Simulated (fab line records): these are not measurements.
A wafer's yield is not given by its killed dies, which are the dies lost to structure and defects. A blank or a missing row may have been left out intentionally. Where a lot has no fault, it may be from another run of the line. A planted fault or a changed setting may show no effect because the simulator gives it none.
Chamber matching -- flow n5Finfet -- N5_BEOL_M5_VIA_ETCH_34 on rieDiel-02 has 4 sister chambers
The step etches SiCOH lowk in C4F6/O2, target depth 88.3 nm, time 39.2 s. 4 wafers are shown with their chamber, then 9 later ones without.

WAFERS WITH THEIR CHAMBER
wafer,chamber,drypumpMotorCurrentA (A)
L086.3,0,5.9
L089.2,2,5.5
L093.1,1,6.0
L093.5,3,5.9

WAFERS WHOSE CHAMBER IS MISSING
wafer,drypumpMotorCurrentA (A)
L094.1,5.9
L094.5,5.9
L094.6,5.8
L095.1,5.5
L095.3,5.8
L095.4,6.0
L096.1,5.8
L096.3,5.9
L096.4,6.0

EACH ONE'S CHAMBER
wafer,from the rows above,in truth
L094.1,can't be placed: 0 or 3 or 1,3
L094.5,can't be placed: 0 or 3 or 1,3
L094.6,can't be placed: 0 or 3 or 1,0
L095.1,2,2
L095.3,can't be placed: 0 or 3 or 1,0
L095.4,can't be placed: 1 or 0 or 3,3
L096.1,can't be placed: 0 or 3 or 1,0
L096.3,can't be placed: 0 or 3 or 1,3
L096.4,can't be placed: 1 or 0 or 3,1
Correct placement for 1 of the 9. Not placeable from these rows: 8 (in 8, the candidates include the true chamber). 0 placed wrongly.
How it was worked out, from the rows above alone: a wafer's distance from a chamber is the root of the sum, over the readings, of the square of ((its reading less the chamber's mean) divided by the reading's scatter). If the next closest chamber is less than 2 further off than the closest, the wafer can't be placed; otherwise it belongs to the closest. For every chamber, the mean is computed from those of its wafers that are shown. The scatter: with one shown wafer a chamber, the root of the mean of the squares of how far each hidden wafer lies from its nearest shown one.
